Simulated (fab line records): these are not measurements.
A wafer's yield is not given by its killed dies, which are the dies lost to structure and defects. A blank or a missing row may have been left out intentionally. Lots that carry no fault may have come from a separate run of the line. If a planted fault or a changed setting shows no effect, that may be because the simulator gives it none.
Code-filled problem report in 8D (eight disciplines) form || flow n5_finfet || the parts of the form that need people (team, actions taken, sign-off) are left out

== 1. PROBLEM STATEMENT ==
At N5_FIN_SAQP_ETCH_64, oes_product_au averages 1.300 a.u. over 3 wafers from 3 lots, while fault-free wafers read 0.997 a.u., standard deviation 0.018. That is +17 standard deviations from the usual mean.
The step: etches SiO2 in CF4, target depth 1.5 nm.
The first sign was on wafer L674.5 at day 5 08:31, on rie_si-06. The record has a number at this step for 28 wafers belonging to 10 lots. The rule behind "out" and "out of limits": a value lying over 4 standard deviations away from the usual mean. The other wafers with a number count as sound.

== 2. WHAT IT IS; WHAT IT IS NOT ==
{"question": "which readings at this step", "is": "oes_product_au", "is not": "chamber_pressure_mTorr, drypump_motor_current_A"}
{"question": "which lots", "is": "L674, L676, L678", "is not": "L663, L664, L668, L671, L680, L681, L682"}
{"question": "which wafers of those lots", "is": "L674.5, L676.5, L678.2", "is not": "L674.6, L676.6, L678.1, L678.4"}
{"question": "read on which tools", "is": "rie_si-06", "is not": "rie_si-01, rie_si-03"}
{"question": "when", "is": "from day 5 08:31", "is not": "up to then (13 sound wafers); but 12 sound wafers of L676, L678, L680, L681, L682 came after"}

== 3. WHAT RULES OUT EACH SUSPECT ==
Counting: a tool at a process step up to the reading stays a suspect if it ran every lot that is out. Sound lots after the first of them don't rule it out here, since some wafers of a struck lot are sound.
- rie_si-06 at N5_FIN_SAQP_ETCH_64 (etches SiO2 in CF4, target depth 1.5 nm): kept. It ran every lot that is out, first L674 (day 5 08:31); its last sound lot up to then is L671 (day 4 14:34). Its own readings are out on those wafers: oes_product_au.
After counting, what remains is rie_si-06 at N5_FIN_SAQP_ETCH_64.

== 4. THE CAUSE (what the simulator had put in) ==
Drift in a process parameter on rie_si-06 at N5_FIN_SAQP_ETCH_64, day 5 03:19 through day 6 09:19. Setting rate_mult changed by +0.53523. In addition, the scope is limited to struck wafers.
This tool alone remained once counting was done.

== 5. SEQUENCE OF EFFECTS, ordered by route ==
Each row: a reading where the mean over the struck wafers with a number is more than 3 standard deviations away from the usual. Only readings for which the record gives a usual standard deviation are gone through. hours: the time from each lot's start at the first step in this table that gives one to its start at this step, as a median over the lots. sigmas: the change in usual standard deviations.
{"hours": 0, "step": "N5_FIN_SAQP_ETCH_64", "reading": "oes_product_au", "usual": "0.997 a.u.", "on struck wafers": 1.300, "change": "+0.303", "sigmas": "+17"}
The process steps in it:
- N5_FIN_SAQP_ETCH_64: etches SiO2 in CF4, target depth 1.5 nm.
At these later measuring or inspecting steps, every struck wafer for which the step has a row has a number for every such reading, and none has moved that far: N5_BEOL_M4_RC_MEAS_101.

== 6. HOW IT WOULD HAVE BEEN CAUGHT EARLIER ==
In this record the first reading out of limits was taken at day 5 08:31, 5 hours after the fault began at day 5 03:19.
